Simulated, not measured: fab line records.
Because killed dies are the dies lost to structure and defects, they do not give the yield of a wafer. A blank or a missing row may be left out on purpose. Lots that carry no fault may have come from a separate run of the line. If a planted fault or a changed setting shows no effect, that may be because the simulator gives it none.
Chamber matching    flow nandHarc    cmp-04 running NHARC_A_CHANNEL_FILL_D2_CMP_10: 4 sister chambers
The step polishes, target thk 150 nm. 8 wafers are shown with their chamber, then 9 later ones without.

WAFERS PAIRED WITH THEIR CHAMBERS
wafer   chamber  timeToEndpointS (s)  motorCurrentA (A)
L081.2  0        13.0                 12.1
L081.5  3        14.6                 10.9
L084.1  1        17.7                 12.6
L084.3  2        17.4                 12.7
L084.5  0        15.5                 12.4
L089.1  1        14.8                 12.4
L089.2  2        17.2                 11.3
L089.3  3        13.3                 11.5

WAFERS WITHOUT THEIR CHAMBER
wafer   timeToEndpointS (s)  motorCurrentA (A)
L092.1  15.6                 12.0
L092.3  15.3                 12.5
L092.6  14.0                 12.6
L094.4  16.7                 11.3
L094.5  13.3                 12.2
L094.6  15.9                 12.6
L096.1  17.2                 11.8
L096.2  16.1                 12.4
L096.3  15.9                 12.3

THE CHAMBER EACH PASSED THROUGH
wafer   from the rows above                in truth
L092.1  can't be placed: 1 or 0 or 2 or 3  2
L092.3  can't be placed: 1 or 0 or 2 or 3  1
L092.6  can't be placed: 0 or 1 or 3 or 2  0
L094.4  can't be placed: 2 or 3 or 1 or 0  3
L094.5  can't be placed: 0 or 3 or 1       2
L094.6  can't be placed: 1 or 0 or 2       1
L096.1  can't be placed: 2 or 1 or 0       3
L096.2  can't be placed: 1 or 2 or 0       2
L096.3  can't be placed: 1 or 2 or 0 or 3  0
Placed correctly: 0 of 9. From these rows, 9 cannot be placed; in 7 the true chamber is one of the candidates. Number placed wrongly: 0.
How it was worked out, from the rows above alone: a wafer's distance from a chamber is the root of the sum, over the readings, of the square of ((its reading less the chamber's mean) divided by the reading's scatter). The wafer belongs to the nearest chamber; if the next one is less than 2 further off, it can't be placed. For every chamber, the mean is computed from those of its wafers that are shown. The scatter is the square root of a quotient: the sum, over the shown wafers, of each reading's squared deviation from its chamber's mean, divided by wafers minus chambers.
